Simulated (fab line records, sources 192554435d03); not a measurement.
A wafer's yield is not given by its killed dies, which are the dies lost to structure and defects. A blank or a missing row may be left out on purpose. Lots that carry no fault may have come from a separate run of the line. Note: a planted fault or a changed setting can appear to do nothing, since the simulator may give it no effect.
A struck lot beside a sound one || flow n5Finfet || 14 steps out of a route of 1938
Sound: the wafers L199.2, L199.3, L199.6. Struck: wafers L214.2, L214.3, L214.4. At the end, the cause is stated.
For every step that has rows: the tool of each side, followed by ch and its chambers, followed by its first start. Under that, the readings that differ: sound wafers || struck wafers || difference of the means || sigmas: that difference in standard deviations of wafers without a fault.
alike: words and numbers the same on both sides, and readings whose means are apart by under 2 such deviations; not compared: readings that were withheld, readings missing a value for some wafer, numbers with overlapping values and no deviation given by the record, and bounds like >300 which may hide the same value.
Wherever a step has rows on one side only, a row that says differs or no value, or a row with sigmas, the two part there. When numbers do not overlap yet have no deviation, they are printed without sigmas and do not part them. Lack of a reading on every wafer of one side parts them only where that side has two or more wafers.

N5_BEOL_M2_STRIP_66: strips in CF4.
  sound on rieDiel-03 ch 0,1,2, day 7 02:01; struck on rieDiel-01 ch 1,2,3, day 11 01:56
  alike: drypumpMotorCurrentA, oesProductAu, powerW, rfFwdPowerW, rfVppV, showerheadPlenumPTorr, throttleValvePct
  not compared: rfHoursCounterH
N5_BEOL_M2_HM_OPEN_17: chemistry Cl2/BCl3, target TiN, target depth 20 nm, overetch 6 nm.
  sound on rieMetal-02 ch 0,1, day 7 02:04; struck on rieMetal-02 ch 0,1, day 11 01:59
  alike: drypumpMotorCurrentA, oesProductAu, rfFwdPowerW, throttleValvePct
  not compared: rfHoursCounterH
N5_BEOL_M2_STRIP_19: strips in O2.
  sound on rieDiel-03 ch 0,2,3, day 7 02:16; struck on rieDiel-01 ch 0,2,3, day 11 02:05
  alike: drypumpMotorCurrentA, oesProductAu, rfVppV, showerheadPlenumPTorr, throttleValvePct
  not compared: rfHoursCounterH
N5_BEOL_M2_CD_MEAS_18: pitch 36 nm, target cd 18 nm.
  sound on cdSem-02 at day 7 02:20; struck on cdSem-02 at day 11 02:10
  alike: cdNm
then, 8 steps without rows for these wafers: N5_BEOL_M2_COAT_67 (time 60 s, resist thk 60 nm); N5_BEOL_M2_COAT_68 (time 60 s, resist thk 12 nm); N5_BEOL_M2_COAT_76 (time 60 s, resist thk 5 nm); N5_BEOL_M2_COAT_22 (resist thk 30 nm); N5_BEOL_M2_EBR_24; N5_BEOL_M2_SOFTBAKE_23 (time 60 s); N5_BEOL_M2_EXPOSE_25 (exposes mask V1, defocus 5 nm); N5_BEOL_M2_PEB_26 (peb time 60 s).
N5_BEOL_M2_DEVELOP_27: develop time 30 s.
  struck on lithoTrack-04, day 11 02:34; sound on lithoTrack-05 ch 0, day 7 02:36
  no value came back on the struck wafers for chillPlateTempC (C), developTimeS (s); on the sound wafers chillPlateTempC (C) reads 22.91 23.12 23.11
{"reading": "model.CAR-EUV_of_BEOL_M2_COAT_22.thkNm (nm)", "sound": "29.6 29.8 29.6", "struck": "30 30.2 30", "difference": "+0", "sigmas": ""}
N5_BEOL_M2_CD_MEAS_28: target cd 26.2 nm, target cd y 24.1 nm.
  sound on cdSem-01 ch 0, day 7 02:40; struck on cdSem-03 ch 0, day 11 02:37
{"reading": "cdNm (nm)", "sound": "26.73 26.18 26.08", "struck": "- - -", "difference": "no value on the struck wafers", "sigmas": ""}

## WHERE THEY PART
First at N5_BEOL_M2_DEVELOP_27; last, within this record, at N5_BEOL_M2_CD_MEAS_28.

WHY: what the simulator had put in
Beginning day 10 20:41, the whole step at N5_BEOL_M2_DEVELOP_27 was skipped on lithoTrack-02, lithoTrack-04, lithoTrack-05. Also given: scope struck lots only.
